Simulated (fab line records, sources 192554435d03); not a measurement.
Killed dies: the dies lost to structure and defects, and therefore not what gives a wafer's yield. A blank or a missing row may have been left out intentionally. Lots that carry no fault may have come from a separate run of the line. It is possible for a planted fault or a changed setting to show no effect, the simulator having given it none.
Matching of chambers :: flow n5-finfet :: N5_BEOL_M3_PRE_CLEAN_60 on cvd-co-01 has 3 sister chambers
The step time 15 s. 6 wafers are shown with their chamber, then 12 later ones without.

## EACH WAFER AND ITS CHAMBER
wafer: L089.2
chamber: 0
heater-power-w (W): 67

wafer: L093.5
chamber: 2
heater-power-w (W): 86

wafer: L093.6
chamber: 0
heater-power-w (W): 66

wafer: L095.3
chamber: 1
heater-power-w (W): 90

wafer: L095.4
chamber: 2
heater-power-w (W): 85

wafer: L095.5
chamber: 1
heater-power-w (W): 95

## WAFERS MISSING THEIR CHAMBER
wafer: L094.1
heater-power-w (W): 82

wafer: L094.3
heater-power-w (W): 66

wafer: L094.5
heater-power-w (W): 65

wafer: L096.1
heater-power-w (W): 89

wafer: L096.2
heater-power-w (W): 66

wafer: L096.3
heater-power-w (W): 84

wafer: L096.4
heater-power-w (W): 65

wafer: L096.5
heater-power-w (W): 91

wafer: L096.6
heater-power-w (W): 83

wafer: L097.1
heater-power-w (W): 91

wafer: L097.3
heater-power-w (W): 67

wafer: L097.5
heater-power-w (W): 66

## THE CHAMBER EACH PASSED THROUGH
wafer: L094.1
from the rows above: 2
in truth: 2

wafer: L094.3
from the rows above: 0
in truth: 0

wafer: L094.5
from the rows above: 0
in truth: 0

wafer: L096.1
from the rows above: can't be placed: 1 or 2
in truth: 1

wafer: L096.2
from the rows above: 0
in truth: 0

wafer: L096.3
from the rows above: 2
in truth: 2

wafer: L096.4
from the rows above: 0
in truth: 0

wafer: L096.5
from the rows above: can't be placed: 1 or 2
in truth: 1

wafer: L096.6
from the rows above: 2
in truth: 2

wafer: L097.1
from the rows above: can't be placed: 1 or 2
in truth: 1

wafer: L097.3
from the rows above: 0
in truth: 0

wafer: L097.5
from the rows above: 0
in truth: 0
Correct placement for 9 of the 12. From these rows, 3 cannot be placed; in 3 the true chamber is one of the candidates. Placed wrongly: 0.
How it was worked out, from the rows above alone: a wafer's distance from a chamber is the root of the sum, over the readings, of the square of ((its reading less the chamber's mean) divided by the reading's scatter). The wafer belongs to the nearest chamber; if the next one is less than 2 further off, it can't be placed. Each chamber's mean is taken over the wafers shown for it. The scatter is the square root of a quotient: the sum, over the shown wafers, of each reading's squared deviation from its chamber's mean, divided by wafers minus chambers.
